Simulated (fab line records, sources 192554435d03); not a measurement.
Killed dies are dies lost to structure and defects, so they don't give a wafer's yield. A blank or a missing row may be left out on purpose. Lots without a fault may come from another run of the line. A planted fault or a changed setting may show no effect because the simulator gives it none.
Chamber matching | flow n5_finfet | N5_BEOL_M1_DESCUM_33 on rie_diel-05: 4 sister chambers
The step chemistry O2, time 7 s. 16 wafers are shown with their chamber, then 8 later ones without.

WAFERS WITH THEIR CHAMBER
wafer  | chamber | showerhead_plenum_p_Torr (Torr) | drypump_motor_current_A (A) | throttle_valve_pct (%)
L074.1 | 2       | 2.18                            | 6.0                         | 20.78
L074.3 | 3       | 2.09                            | 5.1                         | 20.23
L074.6 | 1       | 2.16                            | 5.6                         | 20.47
L081.1 | 1       | 2.16                            | 5.6                         | 20.50
L081.3 | 2       | 2.18                            | 6.0                         | 20.78
L081.4 | 3       | 2.09                            | 5.1                         | 20.24
L082.3 | 2       | 2.18                            | 6.0                         | 20.80
L082.4 | 0       | 2.05                            | 5.8                         | 20.63
L082.6 | 3       | 2.09                            | 5.1                         | 20.24
L083.2 | 1       | 2.16                            | 5.6                         | 20.49
L083.4 | 1       | 2.16                            | 5.7                         | 20.50
L083.6 | 3       | 2.09                            | 5.2                         | 20.25
L093.1 | 2       | 2.17                            | 5.9                         | 20.83
L093.4 | 0       | 2.04                            | 5.8                         | 20.29
L093.6 | 2       | 2.17                            | 6.0                         | 20.83
L094.1 | 3       | 2.08                            | 5.2                         | 20.30

SIGNATURES (means of the wafers above)
reading                  | chamber 0 | chamber 1 | chamber 2 | chamber 3 | scatter within a chamber
showerhead_plenum_p_Torr | 2.0450    | 2.1600    | 2.1760    | 2.0880    | 0.00456
drypump_motor_current_A  | 5.800     | 5.625     | 5.980     | 5.140     | 0.0479
throttle_valve_pct       | 20.4600   | 20.4900   | 20.8040   | 20.2520   | 0.073
Rule: a wafer's distance from a chamber is the root of the sum, over the readings, of the square of ((its reading less the chamber's mean) divided by the reading's scatter). The wafer belongs to the nearest chamber; if the next one is less than 2 further off, it can't be placed. The scatter: the root of (the sum of the squares of (reading less its chamber's mean) over the shown wafers, divided by (wafers less chambers)).

WAFERS WITHOUT THEIR CHAMBER
wafer  | showerhead_plenum_p_Torr (Torr) | drypump_motor_current_A (A) | throttle_valve_pct (%)
L094.2 | 2.15                            | 5.7                         | 20.53
L094.5 | 2.08                            | 5.2                         | 20.27
L096.2 | 2.04                            | 5.8                         | 20.30
L096.4 | 2.17                            | 6.0                         | 20.82
L096.5 | 2.08                            | 5.2                         | 20.28
L097.2 | 2.04                            | 5.8                         | 20.31
L097.3 | 2.17                            | 6.0                         | 20.83
L097.6 | 2.08                            | 5.1                         | 20.30

WHICH CHAMBER EACH WENT THROUGH
wafer  | from the rows above | in truth
L094.2 | 1                   | 1
L094.5 | 3                   | 3
L096.2 | 0                   | 0
L096.4 | 2                   | 2
L096.5 | 3                   | 3
L097.2 | 0                   | 0
L097.3 | 2                   | 2
L097.6 | 3                   | 3
Placed correctly: 8 of 8. Can't be placed from these rows: 0. Placed wrongly: 0.
